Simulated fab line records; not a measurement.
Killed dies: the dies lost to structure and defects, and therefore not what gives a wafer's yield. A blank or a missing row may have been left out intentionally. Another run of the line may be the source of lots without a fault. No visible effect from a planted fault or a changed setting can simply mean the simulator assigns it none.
fab line records | flow n5-finfet | part 1 of 2: steps 1 to 4 of 6
[record] lots = 23 wafers = 69 last-day = 17
route steps=1938 shown BEOL_M4@1023 BEOL_M5@1114
lots that met no fault: taken from a fault-free run of the same line
start-h: the number of hours between the record's first day and the start of the first shown wafer of the lot | wait-h: hours since the lot's step before | " unchanged from the row above | L1.1+2: one row covering several wafers at once | - value missing, or start not given | * or withheld: withheld | < > ~ a bound
route shown NAME@n: names a module that has steps shown in the file, with the first one's number in the route | usual: mean/standard deviation taken from wafers without a fault | same: alike in all rows | chamber/n: place in a boat | sites: the reading at each site | _std_site: standard deviation of those values | _edge_site: inner sites' mean taken away from outer sites' mean | radius-mm: for every site, how far away it sits from the centre of the wafer | mask NAME#n: copy n | behind: the most recent tool/chamber to have shaped the wafer | hold: why the lot went on hold/how many hours it stayed there/how the hold came to an end | device: the n, p or np transistor that did not switch | end of line: tests of these same wafers at the route's end | step lacking rows: just its recipe | killed: count of dies lost to structure and defects at first sort (not the wafer's yield) | map: dies across one wafer; x = killed, . = not, _ = none there
set.NAME: setting as actually run; set.NAME@STEP: the setting as run at that earlier step | model.NAME: the simulator's own value behind a step, which no gauge read
route steps across a sampled set of lots; one table per step, one row per wafer
services: a tool's chamber out of use, with start hour (start-h, from the record's first day; less than 0 if before it), hours out, and reason
[[steps]]
[step N5_BEOL_M4_PECVD_72]
[recipe] material = SiO2 target-thk-a = 160 temp-c = 400 precursor = TEOS/O2 pressure-torr = 5.5 rf-w = 450 teos-flow-sccm = 53.8 gas = O2 flow-sccm = 3000 time-s = 18
[usual] heater-power-outer-w = 396/59 heater-power-w = 686/77 showerhead-plenum-p-Torr = 8.78/0.05 throttle-valve-pct = 23.0/0.83
// columns lot.wafer tool chamber start-h wait-h heater-power-outer-w heater-power-w showerhead-plenum-p-Torr throttle-valve-pct
L074.2 pecvd-03 2 157.04 0.0 350 633 8.79 21.5
L074.3 " 1 " " 492 789 8.70 22.8
L074.4 " 2 " " 351 599 8.78 21.5
L075.4 pecvd-03 1 159.46 0.1 476 771 8.70 22.8
L075.5 " 0 " " 339 612 8.84 24.1
L075.6 " 2 " " 371 644 8.80 21.7
L076.2 pecvd-01 2 165.56 0.0 363 658 8.81 21.9
L076.3 " 1 " " 381 746 8.75 23.4
L076.6 " 0 " " 356 666 8.76 24.0
L078.2 pecvd-03 0 174.14 0.0 352 632 8.86 24.4
L078.3 " 1 " " 409 665 8.69 22.7
L078.4 " 0 " " 351 614 8.87 24.6
L077.3 pecvd-01 2 175.45 0.0 375 632 8.79 22.1
L077.5 " 0 " " 329 618 8.78 23.8
L077.6 " 2 " " 363 660 8.78 22.0
L079.1 pecvd-03 0 181.60 0.0 364 628 8.83 24.5
L079.2 " 1 " " 449 720 8.68 22.8
L079.6 " 2 " " 372 644 8.79 21.5
L080.1 pecvd-03 0 185.85 0.0 372 654 8.84 24.4
L080.3 " 1 " " 418 678 8.67 23.0
L080.4 " 1 " " 421 677 8.69 22.6
L081.1 pecvd-04 2 190.13 0.0 430 699 8.71 22.9
L081.3 " 1 " " 416 700 8.83 22.5
L081.6 " 1 " " 416 710 8.82 22.5
L083.1 pecvd-01 2 208.14 0.0 371 685 8.79 22.1
L083.4 " 2 " " 375 651 8.80 22.3
L083.5 " 1 " " 471 855 8.78 23.4
L084.2 pecvd-03 0 212.25 0.0 326 579 8.86 24.3
L084.3 " 1 " " 508 855 8.69 22.7
L084.6 " 0 " " 319 574 8.85 24.2
L085.2 pecvd-03 0 215.81 0.0 335 611 8.82 24.4
L085.4 " 1 " " 453 756 8.69 22.8
L085.5 " 2 " " 341 602 8.78 21.9
L086.2 pecvd-01 1 222.12 0.0 413 769 8.81 23.2
L086.3 " 0 " " 309 603 8.80 23.7
L086.6 " 1 " " 426 780 8.76 23.6
L087.3 pecvd-04 1 231.92 0.0 523 853 8.81 22.1
L087.5 " 1 " " 523 858 8.84 22.1
L087.6 " 0 " " 370 637 8.73 23.0
L089.1 pecvd-04 0 238.30 0.0 378 659 8.74 23.0
L089.2 " 1 " " 547 870 8.86 22.2
L089.3 " 2 " " 426 706 8.73 23.3
L088.1 pecvd-03 0 248.54 0.0 383 661 8.83 24.3
L088.5 " 2 " " 370 640 8.78 22.0
L088.6 " 1 " " 478 764 8.69 22.9
L090.1 pecvd-01 1 251.37 0.0 434 793 8.78 23.3
L090.3 " 2 " " 350 614 8.78 22.0
L090.5 " 0 " " 364 670 8.79 23.7
L091.2 pecvd-01 2 254.76 0.0 397 711 8.79 22.2
L091.5 " 0 " " 376 659 8.82 23.9
L091.6 " 2 " " 409 684 8.78 22.4
L093.2 pecvd-04 1 263.14 0.0 455 741 8.83 22.2
L093.3 " 0 " " 391 656 8.74 23.3
L093.4 " 0 " " 387 651 8.75 23.1
L092.1 pecvd-04 1 264.97 0.0 522 832 8.81 22.5
L092.2 " 0 " " 331 588 8.75 23.1
L092.4 " 1 " " 526 855 8.84 22.1
L094.3 pecvd-04 2 271.51 0.0 434 674 8.72 23.2
L094.4 " 2 " " 426 704 8.71 23.0
L094.6 " 1 " " 515 827 8.84 22.2
L095.2 pecvd-03 1 273.29 0.0 498 777 8.69 22.6
L095.5 " 2 " " 366 618 8.79 22.3
L095.6 " 0 " " 373 648 8.86 24.5
L096.4 pecvd-01 2 283.41 0.1 294 575 8.79 22.3
L096.5 " 1 " " 368 709 8.78 23.3
L096.6 " 2 " " 299 561 8.79 22.3
L097.2 pecvd-04 0 298.86 0.0 339 590 8.74 23.2
L097.4 " 1 " " 435 719 8.82 22.3
L097.6 " 0 " " 337 582 8.74 23.4
[step N5_BEOL_M4_ETCH_63]
[recipe] chemistry = CF4 target = SiARC target-depth-a = 156 mask-material = CAR-EUV time-s = 26 ion-energy-ev = 80 pressure-mtorr = 40 source-w = 545 bias-w = 36 Ar_flow_sccm = 100 cf4-flow-sccm = 100 ends = cleared
[usual] drypump-motor-current-A = 5.7/0.48 etch-rf-on-time-s = 26.2/0.64 oes-product-au = 0.69/0.063 rf-vpp-V = 183.8/0.98 showerhead-plenum-p-Torr = 2.13/0.05 throttle-valve-pct = 15.65/0.23
// columns lot.wafer tool chamber start-h wait-h drypump-motor-current-A etch-rf-on-time-s oes-product-au rf-hours-counter-h rf-vpp-V showerhead-plenum-p-Torr throttle-valve-pct
L074.2 rie-diel-01 1 159.16 0.0 5.7 26.9 0.59 218 185.4 2.10 16.11
L074.3 " 2 " " 5.3 25.5 0.65 130 183.7 2.24 15.70
L074.4 " 0 " " 6.3 26.0 0.67 134 184.8 2.18 15.76
L075.4 rie-diel-04 1 160.07 0.0 5.4 25.8 0.74 45 183.4 2.18 15.60
L075.5 " 3 " " 6.0 25.2 0.82 - 184.0 2.11 15.32
L075.6 " 0 " " 5.9 26.4 0.67 - 182.6 2.06 15.52
L076.2 rie-diel-05 2 166.48 0.0 6.7 27.6 0.61 180 183.7 2.12 16.01
L076.3 " 1 " " 5.8 25.8 0.74 47 183.2 2.08 15.48
L076.6 " 2 " " 6.7 27.5 0.60 - 185.6 2.12 16.00
L078.2 rie-diel-01 0 175.07 0.0 6.3 26.0 0.67 139 183.0 2.18 15.76
L078.3 " 1 " " 5.7 26.9 0.58 223 184.6 2.10 16.13
L078.4 " 3 " " 6.0 26.3 0.69 97 184.3 2.18 15.80
L077.3 rie-diel-04 2 179.77 0.0 5.4 26.2 0.78 17 182.2 2.09 15.27
L077.5 " 1 " " 5.5 25.9 0.73 - 184.1 2.18 15.59
L077.6 " 2 " " 5.4 26.1 0.79 - 183.3 2.09 15.28
L079.1 rie-diel-04 3 184.32 0.0 6.0 25.4 0.80 25 184.2 2.11 15.34
L079.2 " 1 " " 5.4 25.6 0.73 55 183.8 2.17 15.61
L079.6 " 0 " " 5.9 26.7 0.65 - 183.5 2.06 15.52
L080.1 rie-diel-01 0 186.99 0.0 6.3 25.6 0.67 142 184.8 2.18 15.78
L080.3 " 1 " " 5.7 26.9 0.58 225 182.5 2.10 16.13
L080.4 " 2 " " 5.3 25.6 0.65 137 185.0 2.23 15.70
L081.1 rie-diel-01 0 191.30 0.0 6.3 26.2 0.66 144 184.3 2.18 15.77
L081.3 " 2 " " 5.3 26.2 0.64 139 184.4 2.23 15.71
L081.6 " 0 " " 6.3 26.1 0.67 - 184.4 2.18 15.79
L083.1 rie-diel-04 1 210.99 0.0 5.4 25.9 0.71 64 185.7 2.17 15.60
L083.4 " 3 " " 6.0 25.4 0.78 34 182.6 2.10 15.36
L083.5 " 3 " " 6.1 25.4 0.78 - 184.4 2.10 15.33
L084.2 rie-diel-01 1 215.11 0.0 5.7 26.7 0.58 234 184.5 2.09 16.16
L084.3 " 0 " " 6.3 25.9 0.66 151 185.5 2.17 15.80
L084.6 " 3 " " 6.0 26.1 0.68 - 183.0 2.17 15.81
L085.2 rie-diel-05 1 217.77 0.0 5.8 25.9 0.73 66 183.6 2.08 15.53
L085.4 " 0 " " 5.1 25.2 0.72 77 182.9 2.10 15.51
L085.5 " 0 " " 5.1 25.2 0.73 - 184.5 2.10 15.51
L086.2 rie-diel-01 3 224.16 0.0 6.0 26.5 0.67 113 184.3 2.17 15.82
L086.3 " 0 " " 6.3 26.0 0.66 154 184.7 2.17 15.80
L086.6 " 1 " " 5.7 27.2 0.58 - 182.6 2.09 16.17
L087.3 rie-diel-04 3 234.85 0.0 6.0 25.7 0.77 41 182.7 2.10 15.36
L087.5 " 0 " " 5.9 26.8 0.64 - 182.9 2.05 15.55
L087.6 " 1 " " 5.4 25.6 0.72 - 183.3 2.17 15.63
L089.1 rie-diel-04 1 239.86 0.0 5.4 25.9 0.71 74 182.7 2.17 15.63
L089.2 " 0 " " 5.9 26.8 0.64 146 181.6 2.05 15.56
L089.3 " 3 " " 6.0 25.5 0.76 43 184.0 2.10 15.36
L088.1 rie-diel-05 1 249.74 0.0 5.8 26.2 0.71 76 184.3 2.07 15.54
L088.5 " 2 " " 6.7 28.1 0.58 - 185.3 2.11 16.08
L088.6 " 3 " " 5.0 26.5 0.74 - 184.6 2.12 15.58
L090.1 rie-diel-04 3 252.23 0.0 6.0 25.5 0.76 49 183.8 2.10 15.37
L090.3 " 0 " " 5.9 26.7 0.64 152 182.5 2.05 15.56
L090.5 " 1 " " 5.4 25.8 0.71 - 184.3 2.17 15.66
L091.2 rie-diel-04 0 256.84 0.0 5.9 27.0 0.63 153 182.3 2.05 15.57
L091.5 " 2 " " 5.4 26.4 0.75 - 183.0 2.08 15.32
L091.6 " 3 " " 6.0 25.3 0.76 - 182.0 2.10 15.37
L093.2 rie-diel-01 2 264.60 0.0 5.3 26.2 0.63 165 185.9 2.22 15.74
L093.3 " 0 " " 6.3 26.2 0.65 169 183.4 2.17 15.85
L093.4 " 2 " " 5.3 26.3 0.63 - 185.2 2.22 15.75
L092.1 rie-diel-05 0 266.03 0.0 5.1 25.5 0.70 95 182.8 2.09 15.53
L092.2 " 2 " " 6.7 28.2 0.57 216 183.9 2.11 16.08
L092.4 " 1 " " 5.8 26.4 0.69 81 184.0 2.07 15.54
L094.3 rie-diel-01 0 273.02 0.0 6.3 26.1 0.64 173 184.0 2.17 15.82
L094.4 " 2 " " 5.3 26.3 0.62 - 186.2 2.22 15.77
L094.6 " 3 " " 6.0 26.7 0.66 - 183.1 2.17 15.86
L095.2 rie-diel-05 1 275.91 0.0 5.8 26.1 0.70 85 183.2 2.07 15.57
L095.5 " 0 " " 5.1 25.4 0.70 - 183.3 2.09 15.54
L095.6 " 3 " " 5.0 26.3 0.73 - 183.4 2.11 15.60
L096.4 rie-diel-05 2 286.22 0.0 6.7 27.9 0.57 224 184.6 2.10 16.11
L096.5 " 3 " " 4.9 26.6 0.73 - 184.7 2.11 15.61
L096.6 " 0 " " 5.1 25.3 0.71 - 184.2 2.09 15.57
L097.2 rie-diel-04 1 300.24 0.0 5.4 25.8 0.68 98 182.8 2.16 15.69
L097.4 " 0 " " 5.9 26.8 0.63 170 184.4 2.05 15.61
L097.6 " 1 " " 5.4 25.9 0.69 - 184.6 2.16 15.68
[step N5_BEOL_M4_STRIP_19]
[recipe] chemistry = O2 power-w = 400 temp-c = 40 pressure-mtorr = 30 rf-frequency-hz = 6e+07 bias-power-w = 0 overash-fraction = 0.2 o2-flow-sccm = 225
[usual] drypump-motor-current-A = 5.7/0.51 oes-product-au = 0.80/0.08 rf-vpp-V = 3.6/0.46 showerhead-plenum-p-Torr = 2.08/0.045 throttle-valve-pct = 16.73/0.26
[same] overash-fraction = 0.2
// columns lot.wafer tool chamber start-h wait-h drypump-motor-current-A oes-product-au rf-hours-counter-h rf-vpp-V showerhead-plenum-p-Torr throttle-valve-pct
L074.2 rie-diel-04 0 159.53 0.1 5.9 0.80 118 4.2 2.01 16.54
L074.3 " 3 " " 6.0 0.96 17 4.2 2.06 16.37
L074.4 " 2 " " 5.4 0.95 12 3.5 2.08 16.46
L075.4 rie-diel-04 1 160.38 0.1 5.4 0.88 45 3.6 2.15 16.71
L075.5 " 0 " " 5.9 0.79 - 3.8 2.01 16.52
L075.6 " 1 " " 5.4 0.88 - 3.4 2.15 16.71
L076.2 rie-diel-05 3 166.79 0.1 5.0 0.96 20 3.6 2.05 16.42
L076.3 " 0 " " 5.1 0.86 59 3.9 2.04 16.45
L076.6 " 3 " " 5.0 0.95 - 3.3 2.05 16.44
L078.2 rie-diel-05 2 175.39 0.1 6.7 0.72 184 3.4 2.06 17.05
L078.3 " 3 " " 5.0 0.94 23 3.4 2.05 16.45
L078.4 " 1 " " 5.8 0.86 50 3.1 2.07 16.74
L077.3 rie-diel-05 3 180.25 0.2 5.0 0.96 24 3.6 2.05 16.45
L077.5 " 3 " " 4.9 0.95 - 3.8 2.05 16.44
L077.6 " 2 " " 6.7 0.72 - 3.0 2.06 17.05
L079.1 rie-diel-01 2 184.78 0.2 5.3 0.76 137 3.6 2.17 16.66
L079.2 " 1 " " 5.8 0.68 225 3.2 2.08 17.39
L079.6 " 1 " " 5.8 0.68 - 4.3 2.08 17.38
L080.1 rie-diel-01 3 187.43 0.2 6.0 0.79 100 4.2 2.09 16.66
L080.3 " 1 " " 5.7 0.68 226 3.9 2.08 17.39
L080.4 " 2 " " 5.3 0.75 138 2.6 2.17 16.69
L081.1 rie-diel-05 3 191.71 0.2 5.0 0.93 28 3.7 2.04 16.45
L081.3 " 2 " " 6.7 0.72 189 4.0 2.06 17.07
L081.6 " 0 " " 5.1 0.85 - 4.1 2.03 16.49
L083.1 rie-diel-04 0 211.42 0.2 5.9 0.77 136 4.1 2.00 16.56
L083.4 " 1 " " 5.4 0.85 65 4.8 2.14 16.76
L083.5 " 3 " " 6.0 0.91 - 3.6 2.05 16.39
L084.2 rie-diel-05 3 215.42 0.1 4.9 0.92 36 3.6 2.04 16.47
L084.3 " 2 " " 6.7 0.71 196 3.7 2.06 17.07
L084.6 " 0 " " 5.1 0.85 - 4.1 2.03 16.48
L085.2 rie-diel-05 1 218.24 0.2 5.8 0.84 66 3.7 2.06 16.78
L085.4 " 3 " " 5.0 0.92 37 4.0 2.04 16.46
L085.5 " 0 " " 5.1 0.85 - 3.7 2.03 16.51
L086.2 rie-diel-01 2 224.51 0.1 5.3 0.74 150 3.6 2.17 16.70
L086.3 " 1 " " 5.8 0.68 237 3.7 2.08 17.43
L086.6 " 2 " " 5.3 0.74 - 3.2 2.17 16.69
L087.3 rie-diel-05 3 235.21 0.1 5.0 0.91 43 3.9 2.04 16.46
L087.5 " 2 " " 6.7 0.71 - 3.8 2.06 17.08
L087.6 " 3 " " 5.0 0.92 - 3.9 2.04 16.50
L089.1 rie-diel-01 3 240.18 0.1 6.0 0.78 118 3.7 2.09 16.71
L089.2 " 0 " " 6.3 0.76 159 3.0 2.11 16.78
L089.3 " 2 " " 5.3 0.73 155 4.4 2.16 16.70
L088.1 rie-diel-04 0 250.11 0.1 5.9 0.76 151 3.4 2.00 16.61
L088.5 " 3 " " 6.0 0.89 - 3.9 2.05 16.42
L088.6 " 0 " " 5.9 0.76 - 3.0 2.00 16.60
L090.1 rie-diel-01 2 252.54 0.1 5.3 0.73 160 4.2 2.16 16.72
L090.3 " 0 " " 6.3 0.75 164 2.5 2.11 16.79
L090.5 " 1 " " 5.7 0.66 - 3.8 2.08 17.42
L091.2 rie-diel-01 3 257.25 0.1 6.0 0.78 123 3.3 2.08 16.71
L091.5 " 2 " " 5.3 0.72 - 2.8 2.16 16.71
L091.6 " 3 " " 6.0 0.78 - 3.6 2.09 16.70
L093.2 rie-diel-01 0 264.92 0.1 6.3 0.75 170 3.8 2.11 16.78
L093.3 " 2 " " 5.3 0.74 165 3.7 2.16 16.72
L093.4 " 0 " " 6.3 0.75 - 3.8 2.11 16.81
L092.1 rie-diel-05 3 266.34 0.1 5.0 0.89 55 3.9 2.04 16.50
L092.2 " 1 " " 5.8 0.82 81 3.9 2.06 16.80
L092.4 " 2 " " 6.7 0.70 216 3.8 2.05 17.11
L094.3 rie-diel-04 0 273.33 0.1 5.9 0.75 160 3.1 2.00 16.61
L094.4 " 2 " " 5.4 0.87 45 3.3 2.06 16.53
L094.6 " 3 " " 6.0 0.88 - 4.2 2.04 16.43
L095.2 rie-diel-01 3 276.22 0.1 6.0 0.77 132 3.9 2.08 16.73
L095.5 " 3 " " 6.0 0.78 - 2.7 2.08 16.74
L095.6 " 0 " " 6.3 0.74 - 3.1 2.10 16.81
L096.4 rie-diel-05 1 286.53 0.1 5.8 0.82 88 3.1 2.06 16.83
L096.5 " 0 " " 5.1 0.82 - 2.8 2.02 16.55
L096.6 " 1 " " 5.8 0.82 - 3.0 2.06 16.83
L097.2 rie-diel-01 2 300.62 0.1 5.3 0.72 181 3.8 2.16 16.76
L097.4 " 3 " " 6.0 0.76 143 4.2 2.08 16.77
L097.6 " 3 " " 6.0 0.77 - 4.0 2.08 16.74
[step N5_BEOL_M4_ALD_98]
[recipe] material = SiO2 target-thk-a = 25 temp-c = 100 ald-precursor-family = BDEAS ald-co-reactant = O2-plasma pulse-time-s = 1 co-reactant-pulse-time-s = 1 purge-time-s = 2 co-reactant-purge-time-s = 2 ald-cycles = 17 pressure-torr = 2
[usual] heater-power-outer-w = 41/3.6 heater-power-w = 78/8 precursor-pulse-height-rel = 1.002/0.021
[same] purge-time-s = 2
// columns lot.wafer tool chamber start-h wait-h heater-power-outer-w heater-power-w precursor-pulse-height-rel
L074.2 ald-sin-03 3 160.17 0.1 37 66 1.036
L074.3 " 0 " " 46 81 1.035
L074.4 " 1 " " 48 97 1.022
L075.4 ald-sin-03 2 161.64 0.1 39 78 0.982
L075.5 " 0 " " 46 82 0.974
L075.6 " 1 " " 49 97 1.000
L076.2 ald-sin-02 1 167.86 0.3 42 74 1.021
L076.3 " 3 " " 40 77 0.990
L076.6 " 1 " " 42 75 1.018
L078.2 ald-sin-03 1 176.16 0.1 49 100 0.983
L078.3 " 3 " " 38 67 1.015
L078.4 " 2 " " 40 79 1.013
L077.3 ald-sin-02 2 182.66 1.7 40 79 1.006
L077.5 " 1 " " 42 75 1.015
L077.6 " 0 " " 41 75 1.009
L079.1 ald-sin-02 0 185.55 0.2 41 77 1.021
L079.2 " 1 " " 43 75 1.014
L079.6 " 2 " " 40 78 1.022
L080.1 ald-sin-01 1 188.14 0.1 35 68 0.973
L080.3 " 3 " " 42 85 0.985
L080.4 " 0 " " 38 76 0.982
L081.1 ald-sin-03 3 192.46 0.1 37 69 0.976
L081.3 " 2 " " 40 78 0.982
L081.6 " 2 " " 39 77 0.989
L083.1 ald-sin-01 1 212.19 0.1 36 66 0.980
L083.4 " 2 " " 38 76 1.027
L083.5 " 0 " " 39 79 1.025
L084.2 ald-sin-03 3 216.21 0.1 37 69 0.976
L084.3 " 1 " " 48 94 0.997
L084.6 " 1 " " 46 95 0.995
L085.2 ald-sin-01 2 218.89 0.1 37 79 0.981
L085.4 " 0 " " 39 77 0.951
L085.5 " 3 " " 43 86 0.973
L086.2 ald-sin-02 0 225.28 0.1 39 77 1.005
L086.3 " 1 " " 43 75 0.995
L086.6 " 0 " " 41 75 1.002
L087.3 ald-sin-03 1 236.14 0.1 47 98 1.033
L087.5 " 3 " " 38 66 0.966
L087.6 " 0 " " 45 78 0.983
L089.1 ald-sin-01 0 240.95 0.1 38 77 1.007
L089.2 " 2 " " 37 76 1.012
L089.3 " 3 " " 42 84 0.968
L088.1 ald-sin-02 3 251.05 0.3 40 77 1.008
L088.5 " 1 " " 43 73 0.996
L088.6 " 0 " " 41 79 0.988
L090.1 ald-sin-03 0 253.21 0.1 45 79 1.000
L090.3 " 1 " " 47 94 0.988
L090.5 " 3 " " 38 68 0.997
L091.2 ald-sin-02 0 258.23 0.3 40 76 1.034
L091.5 " 3 " " 40 77 1.018
L091.6 " 0 " " 40 76 0.987
L093.2 ald-sin-01 3 265.89 0.4 41 84 1.037
L093.3 " 1 " " 36 66 1.015
L093.4 " 2 " " 37 76 1.011
L092.1 ald-sin-03 0 267.03 0.1 45 78 1.042
L092.2 " 1 " " 48 93 1.012
L092.4 " 3 " " 37 66 1.006
L094.3 ald-sin-01 1 274.10 0.1 36 68 1.017
L094.4 " 0 " " 38 77 0.964
L094.6 " 1 " " 36 66 0.989
L095.2 ald-sin-01 3 277.13 0.3 42 87 0.991
L095.5 " 1 " " 36 67 0.992
L095.6 " 0 " " 39 75 1.008
L096.4 ald-sin-03 2 287.20 0.1 40 79 0.953
L096.5 " 0 " " 45 78 0.998
L096.6 " 3 " " 38 69 1.026
L097.2 ald-sin-02 0 301.39 0.1 39 78 1.043
L097.4 " 1 " " 45 80 0.965
L097.6 " 2 " " 37 75 1.025
